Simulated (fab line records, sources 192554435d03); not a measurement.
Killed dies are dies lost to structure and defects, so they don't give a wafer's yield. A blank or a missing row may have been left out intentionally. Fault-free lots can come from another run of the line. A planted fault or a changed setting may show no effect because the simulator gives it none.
Matching of chambers    flow n5-finfet    4 sister chambers for N5_BEOL_M0_ETCH_128 on rie-diel-04
The step etches SiCN in CF4/N2, target depth 12 nm, overetch 5.1 nm, time 21.4 s. 8 wafers are shown with their chamber, then 8 later ones without.

EACH WAFER AND ITS CHAMBER
wafer   chamber  throttle-valve-pct (%)  oes-product-au (a.u.)
L080.2  1        15.43                   0.48
L082.2  1        15.45                   0.49
L082.5  3        15.27                   0.51
L082.6  0        15.88                   0.49
L083.1  0        15.88                   0.48
L083.3  3        15.27                   0.51
L083.5  2        15.29                   0.67
L086.2  2        15.32                   0.64

WAFERS WITH NO CHAMBER GIVEN
wafer   throttle-valve-pct (%)  oes-product-au (a.u.)
L086.5  15.46                   0.48
L086.6  15.31                   0.64
L089.1  15.45                   0.47
L089.3  15.29                   0.51
L089.6  15.47                   0.47
L097.3  15.32                   0.49
L097.4  15.44                   0.64
L097.5  15.47                   0.48

CHAMBER TAKEN BY EACH
wafer    from the rows above   in truth
L086.5   1                     1
L086.6   2                     2
L089.1   1                     1
L089.3   3                     3
L089.6   1                     1
L097.3   3                     3
L097.4   2                     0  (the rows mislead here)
L097.5   1                     1
Correct placement for 7 of the 8. Left unplaced by these rows: 0. Placed wrongly: 1.
How it was worked out, from the rows above alone: a wafer's distance from a chamber is the root of the sum, over the readings, of the square of ((its reading less the chamber's mean) divided by the reading's scatter). If the next closest chamber is less than 2 further off than the closest, the wafer can't be placed; otherwise it belongs to the closest. For every chamber, the mean is computed from those of its wafers that are shown. The scatter is the square root of a quotient: the sum, over the shown wafers, of each reading's squared deviation from its chamber's mean, divided by wafers minus chambers.
